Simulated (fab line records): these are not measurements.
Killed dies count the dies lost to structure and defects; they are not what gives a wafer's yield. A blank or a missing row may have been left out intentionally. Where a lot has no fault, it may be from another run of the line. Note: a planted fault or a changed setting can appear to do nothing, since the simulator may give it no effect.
Problem report in the 8D (eight disciplines) form, filled by code + flow n5Finfet + the parts of the form that need people (team, actions taken, sign-off) are left out

== 1. WHAT IS WRONG ==
At N5_PASSIVATION_PROBE_49, killedAtFrontEnd averages 107 over 9 wafers from 3 lots, while fault-free wafers read 40, standard deviation 11. Relative to the usual mean, that is a shift of +6.1 standard deviations.
Seen first at day 16 12:26 on prober-02, wafer L732.3. Wafers with a number at this step in the record: 9, from 3 lots. Rule for "out" (also "out of limits"): further than 4 standard deviations from the usual mean. Any other wafer with a number is counted as sound.

== 2. WHAT IT IS AND WHAT IT IS NOT ==
| question                    | is                     | is not                                                                                                              |
|-----------------------------|------------------------|---------------------------------------------------------------------------------------------------------------------|
| which readings at this step | killedAtFrontEnd       | killed_at_M0_to_M3, killed_at_M4_up, killedAtContacts, killedOpen, killedShort, sort_bin_6_memory, sort_bin_8_speed |
| which lots                  | L731, L732, L734       | -                                                                                                                   |
| which wafers of those lots  | all that have a number | -                                                                                                                   |
| read on which tools         | prober-01, prober-02   | -                                                                                                                   |
| when                        | from day 16 12:26      | up to then (0 sound wafers)                                                                                         |

== 3. WHAT RULES OUT EACH SUSPECT ==
Counting: a tool at a process step up to the reading stays a suspect if it ran every lot that is out and no sound lot after the first of them.
- epiRpcvd-01 at N5_PMOS_HMC_CHANNEL_EPI_EPI_20 (deposits SiGe30, target thk 59 nm): kept. It ran every lot that is out, first L731 (day 4 12:33), and no sound lot after that.
After counting, what remains is epiRpcvd-01 at N5_PMOS_HMC_CHANNEL_EPI_EPI_20.

== 4. THE CAUSE (what the simulator had put in) ==
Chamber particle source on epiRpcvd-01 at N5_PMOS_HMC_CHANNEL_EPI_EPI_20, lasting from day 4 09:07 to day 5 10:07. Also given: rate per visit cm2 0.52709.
Only this tool survived the counting.

== 5. THE EFFECT CHAIN, in route order ==
Rows list readings where the struck wafers' mean (over those with a number) sits beyond 3 standard deviations from the usual. Only readings for which the record gives a usual standard deviation are gone through. hours: the time from each lot's start at the first step in this table that gives one to its start at this step, as a median over the lots. sigmas: the change in usual standard deviations.
| hours | step                    | reading             | usual  | on struck wafers | change | sigmas |
|-------|-------------------------|---------------------|--------|------------------|--------|--------|
| 0     | N5_PASSIVATION_PROBE_49 | defectLimitedYield  | 91.4 % | 86.3             | -5.1   | -3.7   |
| 0     | N5_PASSIVATION_PROBE_49 | killedAtFrontEnd    | 40     | 107              | +67    | +6.1   |
| 0     | N5_PASSIVATION_PROBE_49 | killedDies          | 102    | 162              | +60    | +3.5   |
| 0     | N5_PASSIVATION_PROBE_49 | killedOnRim         | 14     | 28               | +14    | +3.2   |
| 0     | N5_PASSIVATION_PROBE_49 | sort_bin_5_function | 5.1 %  | 8.7              | +3.6   | +3.7   |
Process steps it contains:
- N5_PASSIVATION_PROBE_49

== 6. WHAT WOULD HAVE CAUGHT IT SOONER ==
First out-of-limits reading in this record: day 16 12:26, which is 291 hours after fault onset at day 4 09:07.
Of the tool readings at N5_PMOS_HMC_CHANNEL_EPI_EPI_20 for which the record gives a usual standard deviation, none was out on any struck wafer, so an alarm limit of 4 standard deviations on them would not have fired.
All the lots that are out (3) had begun N5_PMOS_HMC_CHANNEL_EPI_EPI_20 on epiRpcvd-01 by day 16 12:26. None of them would have been spared by holding the tool at that moment.
